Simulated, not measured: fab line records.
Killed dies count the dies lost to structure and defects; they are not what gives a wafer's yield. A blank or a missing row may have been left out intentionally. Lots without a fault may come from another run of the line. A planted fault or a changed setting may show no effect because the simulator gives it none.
One fault seen from 2 desks :: flow n5_finfet :: numbers are kept per desk, each desk with only its own; the story behind them comes last

== DESK OF THE TOOL OWNER: rie_diel-04 ==
The tool's own readings at N5_BEOL_M13_TRENCH_ETCH_34 (etches SiOC in C4F8/O2/Ar, target depth 413.47 nm, time 162.6 s): means of the sampled wafers that have a number, for each lot that ran on this tool. The brackets show how far a lot's mean lies from the usual mean; more than 4 standard deviations puts the lot out of limits, marked OUT.
Columns: A = bias_w at N5_BEOL_M13_TRENCH_ETCH_34, usual 700.0 W; B = drypump_motor_current_A at N5_BEOL_M13_TRENCH_ETCH_34, usual 5.8 A; C = oes_product_au at N5_BEOL_M13_TRENCH_ETCH_34, usual 0.78 a.u.; D = rf_vpp_V at N5_BEOL_M13_TRENCH_ETCH_34, usual 665.2 V; E = showerhead_plenum_p_Torr at N5_BEOL_M13_TRENCH_ETCH_34, usual 3.41 Torr; F = throttle_valve_pct at N5_BEOL_M13_TRENCH_ETCH_34, usual 24.23 %
lot: L816
first seen here: day 13 19:04
A: 701.1
B: 5.5
C: 0.72
D: 668.5
E: 3.51
F: 24.24

lot: L818
first seen here: day 14 02:35
A: 699.9
B: 6.3
C: 0.71
D: 662.1
E: 3.33
F: 24.39

lot: L819
first seen here: day 14 13:28
A: 701.2
B: 6.2
C: 0.82
D: 665.3
E: 3.44
F: 24.35

lot: L834
first seen here: day 17 22:05
A: 700.5
B: 6.0
C: 0.82
D: 667.1
E: 3.48
F: 24.37
This desk's verdict: no lot among the 4 shows anything out of limits.

== FROM THE METROLOGY DESK ==
What the gauges read for every lot (on any tool): the sampled wafers with a number, averaged. The brackets show how far a lot's mean lies from the usual mean; more than 4 standard deviations puts the lot out of limits, marked OUT. Shown are 7 of the 27 readings it has, namely the first that went out of limits plus those furthest out on some lot.
Columns: A = trench_depth_nm at N5_BEOL_M13_OCD_MEAS_35, usual 412 nm; B = M13_THK at N5_BEOL_M13_THK_MEAS_50, usual 426 nm; C = M13_RS at N5_BEOL_M13_RS_MEAS_54, usual 0.0450 ohm/sq; D = SERP_M13 at N5_BEOL_M15_RC_MEAS_101, usual 0.310 ohm/um; E = SERP_M13_max_site at N5_BEOL_M15_RC_MEAS_101, usual 0.313 ohm/um; F = SERP_M6 at N5_BEOL_M15_RC_MEAS_101, usual 13.6 ohm/um; G = SERP_M8 at N5_BEOL_M15_RC_MEAS_101, usual 14.0 ohm/um
lot: L816
first seen here: day 13 19:14
A: 458 (+8.3) OUT
B: 469 (+7.3) OUT
C: 0.0409 (-6.8) OUT
D: 0.282 (-5.3) OUT
E: 0.285 (-5.3) OUT
F: 13.9
G: 13.2

lot: L818
first seen here: day 14 02:46
A: 500 (+16) OUT
B: 516 (+15) OUT
C: 0.0369 (-13) OUT
D: 0.254 (-11) OUT
E: 0.256 (-11) OUT
F: 14.8
G: 13.8

lot: L819
first seen here: day 14 13:38
A: 502 (+16) OUT
B: 516 (+15) OUT
C: 0.0368 (-14) OUT
D: 0.249 (-11) OUT
E: 0.251 (-12) OUT
F: 13.1
G: 13.4

lot: L825
first seen here: day 15 07:26
A: 408
B: 424
C: 0.0453
D: 0.308
E: 0.310
F: 13.8
G: 14.0

lot: L826
first seen here: day 15 20:28
A: 404
B: 417
C: 0.0459
D: 0.314
E: 0.318
F: 13.5
G: 13.5

lot: L831
first seen here: day 16 23:48
A: 419
B: 429
C: 0.0444
D: 0.304
E: 0.308
F: 13.7
G: 14.2

lot: L834
first seen here: day 17 22:16
A: 414
B: 428
C: 0.0448
D: 0.311
E: 0.314
F: 13.3
G: 13.9
This desk finds L816, L818, L819 out of limits, L816 being first, at day 13 19:14 (trench_depth_nm at N5_BEOL_M13_OCD_MEAS_35). In limits: L825, L826, L831, L834.

== ALL TOGETHER ==
The metrology desk could have raised an alarm at day 13 19:14, on L816, L818, L819.
The tool owner's desk saw nothing out of limits.
The tool owner's desk has L816, L818, L819 on record, within its limits.
The lots listed all ran N5_BEOL_M13_TRENCH_ETCH_34 on rie_diel-04.

== WHAT THE SIMULATOR HAD INSERTED ==
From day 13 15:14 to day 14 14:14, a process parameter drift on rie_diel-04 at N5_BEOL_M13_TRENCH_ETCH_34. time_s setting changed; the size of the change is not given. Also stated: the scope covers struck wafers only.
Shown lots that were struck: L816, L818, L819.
Hours from the fault's start to each desk's first reading out of limits: the metrology desk, 4.
